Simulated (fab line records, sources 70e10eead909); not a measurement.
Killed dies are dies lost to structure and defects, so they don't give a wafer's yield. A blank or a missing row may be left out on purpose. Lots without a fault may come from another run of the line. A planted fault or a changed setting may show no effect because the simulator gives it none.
Which tool did it? | flow nand_harc | 13 lots, 37 wafers sampled, at 5 steps of a route of 1302

WHAT THE GAUGES READ, wafer by wafer
NHARC_A_CHANNEL_HOLE_D1_INSPECT_40.
lot  | measured     | on                | raw_defect_count
L912 | day 8 14:14  | defect_inspect-01 | 99 97 107
L913 | day 9 00:47  | defect_inspect-02 | 117 95 95
L914 | day 9 11:22  | defect_inspect-02 | 75 94 96
L916 | day 10 10:04 | defect_inspect-01 | 97 113 130
L918 | day 11 03:34 | defect_inspect-02 | 76
L925 | day 14 19:11 | defect_inspect-01 | 91 103 110
L927 | day 15 03:17 | defect_inspect-02 | 48 53 86
L928 | day 15 16:12 | defect_inspect-02 | 35 44 38
L929 | day 15 19:16 | defect_inspect-01 | 97 74 113
L930 | day 16 05:29 | defect_inspect-02 | 113 89 98
L931 | day 16 16:14 | defect_inspect-02 | 161 136 128
L932 | day 17 05:03 | defect_inspect-02 | 59 62 44
L933 | day 17 16:46 | defect_inspect-02 | 47 45 41

NHARC_END_SORT_01.
lot  | measured     | on        | killed_at_array | killed_at_other | killed_at_periphery | killed_dies | killed_open | killed_short
L912 | day 25 04:38 | prober-02 | 70 75 72        | 0 1 0           | 5 3 2               | 75 79 74    | 3 4 7       | 1 6 4
L916 | day 25 17:34 | prober-02 | 106 163 90      | 1 0 0           | 1 3 3               | 108 166 93  | 3 5 4       | 2 3 3
L918 | day 28 10:26 | prober-02 | 121             | 0               | 2                   | 123         | 3           | 1
L925 | day 30 10:48 | prober-01 | 80 73 77        | 3 1 0           | 6 6 7               | 89 80 84    | 2 2 2       | 4 2 3
L927 | day 30 20:20 | prober-02 | 61 51 51        | 2 2 1           | 2 7 3               | 65 60 55    | 5 1 2       | 2 3 3
L928 | day 31 14:28 | prober-02 | 57 69 76        | 0 0 0           | 6 1 4               | 63 70 80    | 3 5 1       | 2 3 4
L929 | day 31 12:52 | prober-01 | 46 52 65        | 0 1 2           | 7 2 1               | 53 55 68    | 2 3 3       | 4 3 6
L930 | day 32 14:59 | prober-01 | 61 54 57        | 0 0 0           | 2 2 1               | 63 56 58    | 6 4 2       | 3 2 4
L931 | day 32 08:44 | prober-01 | 81 98 102       | 1 1 0           | 1 0 1               | 83 99 103   | 3 5 5       | 4 1 2
L932 | day 33 03:55 | prober-02 | 61 72 59        | 1 0 0           | 4 2 5               | 66 74 64    | 6 1 2       | 4 5 3
L933 | day 33 11:40 | prober-01 | 61 68           | 0 0             | 2 6                 | 63 74       | 0 5         | 2 3

WHICH TOOL RAN EACH LOT (tool, then ch and the chambers of the sampled wafers, then the start)
lot  | NHARC_A_CHANNEL_FILL_D1_ALD_03                 | NHARC_A_CHANNEL_FILL_D1_ETCHBACK_08           | NHARC_A_CHANNEL_FILL_D1_STRIP_29
L912 | ald_sin_batch-03 ch 0, day 10 12:52 or earlier | rie_diel-10 ch 0,2,3, day 10 12:52 or earlier | rie_diel-10 ch 0,2, day 10 12:52
L913 | ald_sin_batch-03 ch 0, day 10 21:14 or earlier | rie_diel-09 ch 0,1, day 10 21:14 or earlier   | rie_diel-09 ch 2,3, day 10 21:14
L914 | ald_sin_batch-02 ch 0, day 11 09:59 or earlier | rie_diel-13 ch 0,3, day 11 09:59 or earlier   | rie_diel-13 ch 0,1,2, day 11 09:59
L916 | ald_sin_batch-02 ch 0, day 12 05:54 or earlier | rie_diel-13 ch 2,3, day 12 05:54 or earlier   | rie_diel-13 ch 1,2, day 12 05:54
L918 | ald_sin_batch-03 ch 0, day 12 22:41 or earlier | rie_diel-13 ch 0, day 12 22:41 or earlier     | rie_diel-13 ch 2, day 12 22:41
L925 | ald_sin_batch-01 ch 0, day 16 12:53 or earlier | rie_diel-13 ch 0,3, day 16 12:53 or earlier   | rie_diel-13 ch 2,3, day 16 12:53
L927 | ald_sin_batch-03 ch 0, day 16 23:35 or earlier | rie_diel-09 ch 0,3, day 16 23:35 or earlier   | rie_diel-09 ch 0,3, day 16 23:35
L928 | ald_sin_batch-03 ch 0, day 17 10:31 or earlier | rie_diel-10 ch 1,2,3, day 17 10:31 or earlier | rie_diel-10 ch 1,2,3, day 17 10:31
L929 | ald_sin_batch-03 ch 0, day 17 12:29 or earlier | rie_diel-09 ch 1,2,3, day 17 12:29 or earlier | rie_diel-09 ch 1,2, day 17 12:29
L930 | ald_sin_batch-01 ch 0, day 18 01:29 or earlier | rie_diel-09 ch 1,2,3, day 18 01:29 or earlier | rie_diel-09 ch 1,2,3, day 18 01:29
L931 | ald_sin_batch-03 ch 0, day 18 14:14 or earlier | rie_diel-09 ch 0,1, day 18 14:14 or earlier   | rie_diel-09 ch 1,3, day 18 14:14
L932 | ald_sin_batch-03 ch 0, day 19 05:38 or earlier | rie_diel-09 ch 0,2,3, day 19 05:38 or earlier | rie_diel-09 ch 1,2, day 19 05:38
L933 | ald_sin_batch-03 ch 0, day 19 15:04 or earlier | rie_diel-13 ch 0,1,2, day 19 15:04 or earlier | rie_diel-13 ch 0,2, day 19 15:04
- NHARC_A_CHANNEL_FILL_D1_ALD_03: deposits SiNx, target thk 6 nm, pulse time 60 s, ald cycles 58.
- NHARC_A_CHANNEL_FILL_D1_ETCHBACK_08: etches the open film in C4F8, target depth 220 nm, time 110 s.
- NHARC_A_CHANNEL_FILL_D1_STRIP_29: strips in O2, time 20 s.

WHAT THE TOOLS THEMSELVES READ (means of the sampled wafers that have a number; where no wafer has one, the mark that the record gives instead)
NHARC_A_CHANNEL_FILL_D1_ALD_03.
lot  | tool             | chamber_pressure_Torr (Torr) | precursor_pulse_height_rel
L912 | ald_sin_batch-03 | 1.997                        | 0.985
L913 | ald_sin_batch-03 | 2.005                        | 1.011
L914 | ald_sin_batch-02 | 1.997                        | 0.992
L916 | ald_sin_batch-02 | 2.003                        | 0.990
L918 | ald_sin_batch-03 | 2.002                        | 0.985
L925 | ald_sin_batch-01 | 1.998                        | 0.988
L927 | ald_sin_batch-03 | 2.002                        | 1.002
L928 | ald_sin_batch-03 | 1.997                        | 0.999
L929 | ald_sin_batch-03 | 1.998                        | 1.014
L930 | ald_sin_batch-01 | 2.000                        | 0.992
L931 | ald_sin_batch-03 | 2.002                        | 0.997
L932 | ald_sin_batch-03 | 1.999                        | 0.989
L933 | ald_sin_batch-03 | 2.008                        | 0.997

NHARC_A_CHANNEL_FILL_D1_ETCHBACK_08.
lot  | tool        | oes_product_au (a.u.) | rf_vpp_V (V)
L912 | rie_diel-10 | 0.92                  | 439
L913 | rie_diel-09 | 0.95                  | 440
L914 | rie_diel-13 | 0.92                  | 442
L916 | rie_diel-13 | 0.93                  | 439
L918 | rie_diel-13 | 1.00                  | 440
L925 | rie_diel-13 | 0.93                  | 442
L927 | rie_diel-09 | 0.97                  | 443
L928 | rie_diel-10 | 0.93                  | 441
L929 | rie_diel-09 | 1.00                  | 444
L930 | rie_diel-09 | 1.00                  | 444
L931 | rie_diel-09 | 1.00                  | 441
L932 | rie_diel-09 | 1.00                  | 443
L933 | rie_diel-13 | 0.93                  | 439

NHARC_A_CHANNEL_FILL_D1_STRIP_29.
lot  | tool        | drypump_motor_current_A (A) | oes_product_au (a.u.) | rf_vpp_V (V) | showerhead_plenum_p_Torr (Torr) | throttle_valve_pct (%)
L912 | rie_diel-10 | 5.5                         | 0.997                 | 57.3         | 3.45                            | 17.031
L913 | rie_diel-09 | 6.0                         | 1.007                 | 58.9         | 3.78                            | 17.038
L914 | rie_diel-13 | 5.8                         | 1.014                 | 58.0         | 3.44                            | 17.030
L916 | rie_diel-13 | 6.1                         | 0.995                 | 58.7         | 3.49                            | 17.041
L918 | rie_diel-13 | 5.5                         | 1.006                 | 56.3         | 3.29                            | 17.033
L925 | rie_diel-13 | 6.0                         | 0.992                 | 58.9         | 3.58                            | 17.032
L927 | rie_diel-09 | 6.0                         | 1.008                 | 58.2         | 3.67                            | 17.030
L928 | rie_diel-10 | 5.4                         | 1.005                 | 58.4         | 3.55                            | 17.036
L929 | rie_diel-09 | 6.1                         | 1.010                 | 58.4         | 3.70                            | 17.036
L930 | rie_diel-09 | 6.1                         | 1.008                 | 58.0         | 3.70                            | 17.038
L931 | rie_diel-09 | 6.2                         | 1.004                 | 57.1         | 3.64                            | 17.028
L932 | rie_diel-09 | 6.2                         | 0.998                 | 58.2         | 3.63                            | 17.043
L933 | rie_diel-13 | 5.4                         | 1.012                 | 56.7         | 3.38                            | 17.039

THE ANSWER, worked out from the rows above alone
Rule: what is usual is taken from the lots themselves. Put in order of their means at a reading, lots are off if they are a third of the lots or fewer, leave a main group of 4 or more, and stand apart from it by a gap of 3 or more times the standard deviation of the main group's means; of several such gaps the widest counts. A main group whose means are all the same, to the digits that the tables above print for the reading, isn't used. A lot without any number at a reading at which 4 lots or more have one is off too. The other lots that the step has rows for count as sound. The gauges are gone through in route order, then the tools' own readings, and for those a lot's mean is taken as printed above. The first step at which some lot is off is used, and at that step the reading that is off furthest; a lot without a number counts as furthest.
No lot is off at any reading shown: from this, nothing can be told.

WHAT THE SIMULATOR HAD PUT IN
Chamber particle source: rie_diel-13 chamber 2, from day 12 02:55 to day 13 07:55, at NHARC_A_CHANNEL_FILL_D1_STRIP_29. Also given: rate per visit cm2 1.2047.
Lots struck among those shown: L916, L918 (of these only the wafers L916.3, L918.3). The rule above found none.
